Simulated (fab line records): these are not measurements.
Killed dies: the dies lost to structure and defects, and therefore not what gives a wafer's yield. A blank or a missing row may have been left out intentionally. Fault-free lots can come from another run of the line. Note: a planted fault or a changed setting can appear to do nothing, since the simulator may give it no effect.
Comparing a struck lot with a sound one    flow nand harc    32 steps out of a route of 1159
Sound: wafers L503.1, L503.3, L503.4. Struck: wafers L509.1, L509.5, L509.6. The cause comes at the end.
Per side, at each step with rows, come the tool, then ch with its chambers, and then its first start. Under that, the readings that differ: sound wafers    struck wafers    difference of the means    sigmas: that difference in standard deviations of wafers without a fault.
alike: readings with means less than 2 such deviations apart, plus words and numbers identical on both sides. not compared: withheld readings, readings lacking a value on some wafer, bounds such as >300 that could conceal the same value, and numbers that have no deviation in the record and whose values overlap.
The two part at a step that has a row with sigmas, a row that says differs or no value, or rows on one side only. When numbers do not overlap yet have no deviation, they are printed without sigmas and do not part them. A reading missing from all wafers of one side parts the sides only when that side holds two or more wafers.

first, 5 steps without rows for these wafers: NHARC_A_ONON_D1_DEP_19 (target thk 1000 nm); NHARC_A_ONON_D1_DEP_22 (target thk 1000 nm); NHARC_A_ONON_D1_DEP_25 (target thk 1000 nm); NHARC_A_ONON_D1_DEP_28 (target thk 1000 nm); NHARC_A_ONON_D1_DEP_33 (deposits SiO2, target thk 200 nm).
NHARC_A_CHANNEL_HOLE_D1_DEP_00: deposits aC, target thk 3100 nm.
  sound on acl dep-01 ch 0, day 10 02:16; struck on acl dep-01 ch 0, day 11 22:03
  alike: throttle valve pct
then, 25 steps without rows for these wafers: NHARC_A_CHANNEL_HOLE_D1_DEP_01 (deposits SiON, target thk 140 nm); NHARC_A_CHANNEL_HOLE_D1_DEHYDRATE_02 (time 120 s); NHARC_A_CHANNEL_HOLE_D1_HMDS_03 (time 30 s); NHARC_A_CHANNEL_HOLE_D1_COAT_36 (time 75 s); NHARC_A_CHANNEL_HOLE_D1_COAT_37 (time 65 s); NHARC_A_CHANNEL_HOLE_D1_COAT_04 (resist thk 90 nm); NHARC_A_CHANNEL_HOLE_D1_SOFTBAKE_05 (time 55 s); NHARC_A_CHANNEL_HOLE_D1_EBR_06; NHARC_A_CHANNEL_HOLE_D1_EXPOSE_07 (exposes mask HOLE D1, target cd 100 nm); NHARC_A_CHANNEL_HOLE_D1_PEB_08 (peb time 65 s); NHARC_A_CHANNEL_HOLE_D1_DEVELOP_09 (develop time 35 s); NHARC_A_CHANNEL_HOLE_D1_DESCUM_15 (chemistry O2, time 3 s); NHARC_A_CHANNEL_HOLE_D1_ETCH_38 (etches the open film in CF4, target depth 39 nm, time 65 s); NHARC_A_CHANNEL_HOLE_D1_ETCH_39 (etches the open film in N2/H2, target depth 260 nm, time 325 s); NHARC_A_CHANNEL_HOLE_D1_ETCH_34 (etches the open film in CF4/CHF3, target depth 154 nm, time 77 s); NHARC_A_CHANNEL_HOLE_D1_ETCH_16 (etches the open film in O2/COS, target depth 3100 nm, time 806 s); NHARC_A_CHANNEL_HOLE_D1_ETCH_19 (etches the open film in C4F8/O2/Ar, time 34.5 s); NHARC_A_CHANNEL_HOLE_D1_ETCH_20 (etches the open film in C4F8/O2/Ar, time 361.9 s, target depth 1600 nm); NHARC_A_CHANNEL_HOLE_D1_ETCH_21 (etches the open film in C4F8/O2/Ar, time 514.3 s, target depth 1600 nm); NHARC_A_CHANNEL_HOLE_D1_ETCH_22 (etches the open film in C4F8/O2/Ar, time 666.7 s, target depth 1600 nm); NHARC_A_CHANNEL_HOLE_D1_ETCH_23 (etches the open film in C4F8/O2/Ar, time 819 s, target depth 1600 nm); NHARC_A_CHANNEL_HOLE_D1_ETCH_24 (etches the open film in C4F8/O2/Ar, time 906.2 s, target depth 1500 nm); NHARC_A_CHANNEL_HOLE_D1_ETCH_25 (etches the open film in C4F8/O2/Ar, time 1040.2 s, target depth 1500 nm); NHARC_A_CHANNEL_HOLE_D1_ETCH_26 (etches the open film in C4F8/O2/Ar, time 224.1 s, target depth 300 nm); NHARC_A_CHANNEL_HOLE_D1_ETCH_33 (etches the open film in C4F8/O2/Ar, time 90 s, target depth 400 nm).
-- jump in the record: it breaks off in module A_CHANNEL_HOLE_D1 and resumes in module END (first step shown: number 1159 of the route), and 11 days separate the struck wafers' starts before and after --
NHARC_END_SORT_01:
  sound on prober-01 ch 0, day 21 07:41; struck on prober-01 ch 0, day 22 13:35
reading          sound     struck       difference  sigmas
killed at array  31 30 39  675 674 676  +642        +58
killed dies      35 33 44  677 677 677  +640        +53
  alike: killed at other, killed at periphery, killed open, killed short

== WHERE THEY PART ==
Only at NHARC_END_SORT_01, as far as this record shows.

WHY: whatever the simulator had introduced
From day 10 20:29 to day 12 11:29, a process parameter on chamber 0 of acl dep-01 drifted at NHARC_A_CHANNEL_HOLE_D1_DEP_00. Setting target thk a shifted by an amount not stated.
